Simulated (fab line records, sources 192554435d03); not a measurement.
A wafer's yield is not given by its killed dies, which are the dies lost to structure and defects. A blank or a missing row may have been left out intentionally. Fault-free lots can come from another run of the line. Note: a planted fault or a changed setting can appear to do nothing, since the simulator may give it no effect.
Code-filled problem report in 8D (eight disciplines) form -- flow n5Finfet -- the parts of the form that need people (team, actions taken, sign-off) are left out

## 1. PROBLEM STATEMENT
Mean of cathodeDcPowerW at N5_BEOL_M7_SPUTTER_48: 24667 W across 2 wafers in 2 lots; on wafers with no fault it is 26000 W (standard deviation 4.5). That is -99 or more standard deviations from the usual mean.
The step: material Cu, target thk 10 nm, time 1.667 s.
The first sign was on wafer L447.3 at day 14 03:40, on pvdSputter-01. The record holds 18 wafers of 6 lots with a number at this step. The rule behind "out" and "out of limits": a value lying over 4 standard deviations away from the usual mean. The other wafers with a number count as sound.

## 2. WHAT IT IS, WHAT IT ISN'T
question,is,is not
which readings at this step,cathodeDcPowerW,throttleValvePct
which lots,"L447, L448","L435, L453, L457, L458"
which wafers of those lots,"L447.3, L448.1","L447.2, L447.5, L448.4, L448.6"
read on which tools,pvdSputter-01,pvdSputter-02
when,from day 14 03:40,"up to then (5 sound wafers); but 11 sound wafers of L448, L453, L457, L458 came after"

## 3. THE SUSPECTS, EACH WITH WHAT RULES IT OUT
Counting: any tool at a process step up to the reading remains a suspect provided it ran every lot that is out. Sound lots after the first of them don't rule it out here, since some wafers of a struck lot are sound.
- pvdSputter-01 at N5_BEOL_M7_SPUTTER_48 (material Cu, target thk 10 nm, time 1.667 s): kept. It processed each lot that is out (first: L447, day 14 03:40); up to then, its last sound lot is L435 (day 10 20:07). On those wafers its own readings are out: cathodeDcPowerW.
Left after counting: pvdSputter-01 at N5_BEOL_M7_SPUTTER_48.

## 4. THE CAUSE (what the simulator had put in)
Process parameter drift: pvdSputter-01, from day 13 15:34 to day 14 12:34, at N5_BEOL_M7_SPUTTER_48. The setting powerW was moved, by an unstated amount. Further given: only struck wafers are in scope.
After counting, this tool was the only one left.

## 5. SEQUENCE OF EFFECTS, ordered by route
Each row: a reading where the mean over the struck wafers with a number is more than 3 standard deviations away from the usual. Only readings whose record carries a usual standard deviation are examined. hours: median over the lots of the time between each lot's start at the first step of this table that gives one and its start at this step. sigmas: the change, counted in usual standard deviations.
hours,step,reading,usual,on struck wafers,change,sigmas
0,N5_BEOL_M7_SPUTTER_48,cathodeDcPowerW,26000 W,24667,-1333,-99 or more
The process steps in it:
- N5_BEOL_M7_SPUTTER_48: material Cu, target thk 10 nm, time 1.667 s.

## 6. WHAT WOULD HAVE CAUGHT IT SOONER
The fault began at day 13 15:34; the first out-of-limits reading in this record came at day 14 03:40, 12 hours later.
